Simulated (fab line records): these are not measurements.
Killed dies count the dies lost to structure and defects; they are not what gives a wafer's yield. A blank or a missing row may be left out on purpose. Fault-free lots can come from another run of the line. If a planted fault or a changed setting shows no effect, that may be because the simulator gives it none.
Struck lot and sound lot, side by side ; flow nand_harc ; 13 out of 1302 route steps
Sound: these wafers, L691.1, L691.3, L691.6. Struck: wafers L698.2, L698.3, L698.6. The cause is given at the end.
Order at every step that has rows: each side's tool, ch and its chambers, its first start. Under that, the readings that differ: sound wafers ; struck wafers ; difference of the means ; sigmas: that difference in standard deviations of wafers without a fault.
alike: same words and numbers on both sides, and readings whose means sit less than 2 such deviations apart. not compared: any withheld reading, any reading some wafer has no value for, any bound like >300 that may hide the same value, and any number with overlapping values for which the record gives no deviation.
The two part at a step that has a row with sigmas, a row that says differs or no value, or rows on one side only. Numbers that have no deviation but don't overlap get no sigmas and don't part them. A reading that every wafer of one side lacks parts them only if that side has two wafers or more.

NHARC_P_START_INSPECT_01:
  sound: defect_inspect-02 at day 5 14:02; struck: defect_inspect-02 at day 8 12:02
  alike: raw_defect_count
then, 9 steps without rows for these wafers: NHARC_P_ZERO_WELL_PRECLEAN_00 (cleans in SPM, time 600 s); NHARC_P_ZERO_WELL_SRD_01; NHARC_P_ZERO_WELL_PECVD_02 (deposits SiO2, target thk 10 nm); NHARC_P_ZERO_WELL_DEHYDRATE_03 (time 120 s); NHARC_P_ZERO_WELL_HMDS_04 (time 30 s); NHARC_P_ZERO_WELL_COAT_64 (time 65 s); NHARC_P_ZERO_WELL_COAT_05 (resist thk 600 nm); NHARC_P_ZERO_WELL_SOFTBAKE_06 (time 70 s); NHARC_P_ZERO_WELL_EBR_07.
NHARC_P_ZERO_WELL_EXPOSE_08: exposes mask P ZERO, target cd 500 nm.
  sound on krf_scanner-04 ch 0, day 5 15:05; struck on krf_scanner-01 ch 0, day 8 13:05
reading;sound;struck;difference;sigmas
model.P_ZERO_WELL.overlay_x_nm (nm);-10.43 -10.43 -10.43;124.9 124.9 124.9;+135.3;
  alike: mask
then, 1 step without rows for these wafers: NHARC_P_ZERO_WELL_PEB_09 (peb time 80 s).
NHARC_END_SORT_01:
  the record has rows for the sound wafers here (prober-02 ch 0, day 28 16:04) and none for the struck ones

WHERE THEY PART
NHARC_END_SORT_01 only, going by this record.

WHY: what had been put in by the simulator
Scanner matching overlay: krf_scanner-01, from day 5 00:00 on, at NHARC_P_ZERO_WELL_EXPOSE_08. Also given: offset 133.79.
